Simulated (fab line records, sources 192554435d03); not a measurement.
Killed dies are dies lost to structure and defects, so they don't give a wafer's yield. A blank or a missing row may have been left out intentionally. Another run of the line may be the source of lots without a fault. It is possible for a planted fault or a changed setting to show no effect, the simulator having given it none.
Lot-split experiment + flow n5_finfet + 21 wafers read across 7 lots, on a route 1938 steps long

ON THE SPLIT
At N5_BEOL_M14_ILD_DEP_00 (deposits SiO2 from TEOS/O2, target thk 1119.3 nm, time 237.4 s), the setting time_s was moved away from the recipe's 237.4 s on 7 of the 21 wafers read, by -14.0% to +7.5%. For the rest of the wafers, this setting stayed at what the recipe calls for.

The file shows no step between the split and the reading.

THE READING
M14_ILD_THK in nanometres, read at N5_BEOL_M14_THK_MEAS_01. A value of 1123 nm with a standard deviation of 16 nm is what fault-free wafers of this fab line usually give.

| wafer  | tool, chamber at the split | time_s as run, s | against the recipe | M14_ILD_THK, nm | against lot-mates on the recipe |
|--------|----------------------------|------------------|--------------------|-----------------|---------------------------------|
| L074.1 | pecvd-02, 1                | 237.4            | recipe             | 1150            | -                               |
| L074.3 | pecvd-02, 0                | 204.2            | -14.0%             | 970             | -188                            |
| L074.4 | pecvd-02, 0                | 237.4            | recipe             | 1165            | -                               |
| L077.1 | pecvd-02, 0                | 255.2            | +7.5%              | 1189            | +68                             |
| L077.2 | pecvd-02, 2                | 237.4            | recipe             | 1105            | -                               |
| L077.4 | pecvd-02, 0                | 237.4            | recipe             | 1137            | -                               |
| L080.3 | pecvd-04, 1                | 253.5            | +6.8%              | 1195            | +63                             |
| L080.4 | pecvd-04, 1                | 237.4            | recipe             | 1137            | -                               |
| L080.5 | pecvd-04, 0                | 237.4            | recipe             | 1127            | -                               |
| L085.2 | pecvd-01, 2                | 237.4            | recipe             | 1105            | -                               |
| L085.3 | pecvd-01, 1                | 237.4            | recipe             | 1108            | -                               |
| L085.4 | pecvd-01, 0                | 237.4            | recipe             | 1109            | -                               |
| L092.1 | pecvd-01, 2                | 221              | -6.9%              | 1021            | no lot-mate on the recipe       |
| L092.2 | pecvd-01, 1                | 221              | -6.9%              | 1031            | no lot-mate on the recipe       |
| L092.4 | pecvd-01, 2                | 221              | -6.9%              | 1034            | no lot-mate on the recipe       |
| L093.1 | pecvd-01, 0                | 250.5            | +5.5%              | 1174            | +63                             |
| L093.3 | pecvd-01, 2                | 237.4            | recipe             | 1098            | -                               |
| L093.4 | pecvd-01, 1                | 237.4            | recipe             | 1124            | -                               |
| L095.1 | pecvd-02, 1                | 237.4            | recipe             | 1117            | -                               |
| L095.2 | pecvd-02, 0                | 237.4            | recipe             | 1119            | -                               |
| L095.5 | pecvd-02, 2                | 237.4            | recipe             | 1139            | -                               |

FIT RESULTS
A straight line over all 21 wafers: M14_ILD_THK changes by +11.3 nm for each +1% of time_s; r = +0.95; the points scatter about the line by 18 nm.
The same after taking each lot's own level away (the mean of its wafers on the recipe; 18 wafers): +12 nm for each +1%; r = +0.98; scatter 12 nm.
On that fit, the largest move of time_s shifts the reading by 1.7e+02 nm.
From 1107.3 to 1157.5 nm: that is the span of the lots' own levels, equal to 3.1 times the standard deviation above.
The two slopes are in agreement: the lot-to-lot level therefore moves the slope only a little.
Check: -135 nm against its lot-mates is what the line predicts for one of the wafers moved furthest among these (-14.0%) when that wafer is left out of the fit. Against them it came out at -188 nm.

THE OTHER SPLITS THESE WAFERS WENT THROUGH
Before the reading, these wafers also passed through other splits. Each is held against what the fit with the lots' levels taken away leaves over:
| other split on the same wafers | wafers away from the commonest value | r with M14_ILD_THK (lot level and that fit taken away) |
|--------------------------------|--------------------------------------|--------------------------------------------------------|
| N5_BEOL_M10_COAT_05 spin_rpm   | 6                                    | +0.24                                                  |
| N5_BEOL_M11_ILD_DEP_00 time_s  | 10                                   | -0.21                                                  |
| N5_BEOL_M12_ILD_DEP_00 time_s  | 5                                    | -0.06                                                  |
| N5_BEOL_M13_SPUTTER_43 time_s  | 4                                    | -0.19                                                  |

THE WHOLE CHAIN: every reading that the file lists as answering this split, in the file's order
| step                    | what it does                                                   | reading                                                                             | change (the file's fit)              | r (the file's) |
|-------------------------|----------------------------------------------------------------|-------------------------------------------------------------------------------------|--------------------------------------|----------------|
| N5_BEOL_M14_ILD_DEP_00  | deposits SiO2 from TEOS/O2, target thk 1119.3 nm, time 237.4 s | SiO2_of_BEOL_M14_ILD_DEP_00.thk_nm (the simulator's own value, which no gauge read) | +11.9 nm for each +1% of the setting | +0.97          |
| N5_BEOL_M14_THK_MEAS_01 |                                                                | M14_ILD_THK                                                                         | +11.9 for each +1% of the setting    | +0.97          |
| N5_BEOL_M14_VIA_ETCH_16 | etches SiO2 in C4F8/O2/Ar, target depth 1231.3 nm              | etch.depth_nm (the simulator's own value, which no gauge read)                      | +11.9 nm for each +1% of the setting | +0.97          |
| N5_BEOL_M14_VIA_ETCH_16 | etches SiO2 in C4F8/O2/Ar, target depth 1231.3 nm              | coat_of_BEOL_M14_COAT_04.thk_nm (the simulator's own value, which no gauge read)    | -3.12 nm for each +1% of the setting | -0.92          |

FILE'S OWN FIT
M14_ILD_THK changes by +11.9 nm for each +1% of time_s, r = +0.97.
